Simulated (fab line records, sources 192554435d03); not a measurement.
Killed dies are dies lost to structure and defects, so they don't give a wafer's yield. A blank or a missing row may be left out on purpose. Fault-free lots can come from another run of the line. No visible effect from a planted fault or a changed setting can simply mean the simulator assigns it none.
Which tool did it? -- flow n5 finfet -- 36 wafers from 12 lots sampled at 3 of the route's 1938 steps

WHAT THE GAUGES READ, wafer by wafer
N5_HKMG_FIN_INSPECT_28: inspects for defects (darkfield).
lot,measured,on,raw defect count
L075,day 4 21:05,defect inspect-01,40 22 34
L078,day 5 07:58,defect inspect-01,48 41 39
L079,day 5 17:07,defect inspect-02,24 37 49
L081,day 6 05:16,defect inspect-01,30 27 73
L083,day 6 19:37,defect inspect-01,21 25 41
L085,day 7 13:46,defect inspect-02,20 33 42
L087,day 7 19:55,defect inspect-01,39 33 22
L089,day 8 06:40,defect inspect-01,19 50 43
L092,day 8 17:53,defect inspect-01,43 53 33
L093,day 9 06:01,defect inspect-02,34 41 28
L095,day 9 13:31,defect inspect-02,38 20 32
L097,day 10 04:56,defect inspect-02,34 36 47

TOOL THAT RAN EACH LOT (tool first, then ch and the chambers of the sampled wafers, then the start)
lot,N5_HKMG_FIN_STRIP_19,N5_HKMG_FIN_CMP_94
L075,"plasma asher-01 ch 0,1, day 4 17:04","cmp-02 ch 0,1, day 4 20:52"
L078,"plasma asher-02 ch 0,1, day 5 04:08","cmp-02 ch 0,1, day 5 07:46"
L079,"plasma asher-02 ch 0,1, day 5 13:22","cmp-03 ch 1,2,3, day 5 16:55"
L081,"plasma asher-02 ch 0,1, day 6 01:28","cmp-03 ch 0,2,3, day 6 05:05"
L083,"plasma asher-02 ch 0,1, day 6 15:47","cmp-03 ch 0,1,2, day 6 19:22"
L085,"plasma asher-01 ch 0,1, day 7 09:51","cmp-02 ch 0,1,2, day 7 13:35"
L087,"plasma asher-01 ch 0,1, day 7 16:08","cmp-03 ch 0,1,3, day 7 19:41"
L089,"plasma asher-01 ch 0,1, day 8 02:34","cmp-04 ch 1,3, day 8 06:26"
L092,"plasma asher-01 ch 0,1, day 8 13:57","cmp-02 ch 1,2, day 8 17:40"
L093,"plasma asher-01 ch 0,1, day 9 02:14","cmp-03 ch 1,2,3, day 9 05:50"
L095,"plasma asher-02 ch 0,1, day 9 09:44","cmp-02 ch 0,2,3, day 9 13:17"
L097,"plasma asher-02 ch 0,1, day 10 00:57","cmp-04 ch 0,1,2, day 10 04:42"
- N5_HKMG_FIN_STRIP_19: strips in N2/H2, time 360 s.
- N5_HKMG_FIN_CMP_94: polishes, stops on SiNx, t overpolish 4.7 s, target thk 43.299 nm.

THE ANSWER, worked out from the rows above alone
Rule: the lots themselves supply what counts as usual. Put in order of their means at a reading, lots are off if they are a third of the lots or fewer, leave a main group of 4 or more, and stand apart from it by a gap of 3 or more times the standard deviation of the main group's means; of several such gaps the widest counts. Not used: any main group whose means are identical at the precision the tables above print for the reading. Also off: a lot with no number at a reading for which 4 or more lots have one. All remaining lots with rows at the step are treated as sound.
Nothing can be told from this: no lot is off at any reading shown.

WHAT THE SIMULATOR HAD PUT IN
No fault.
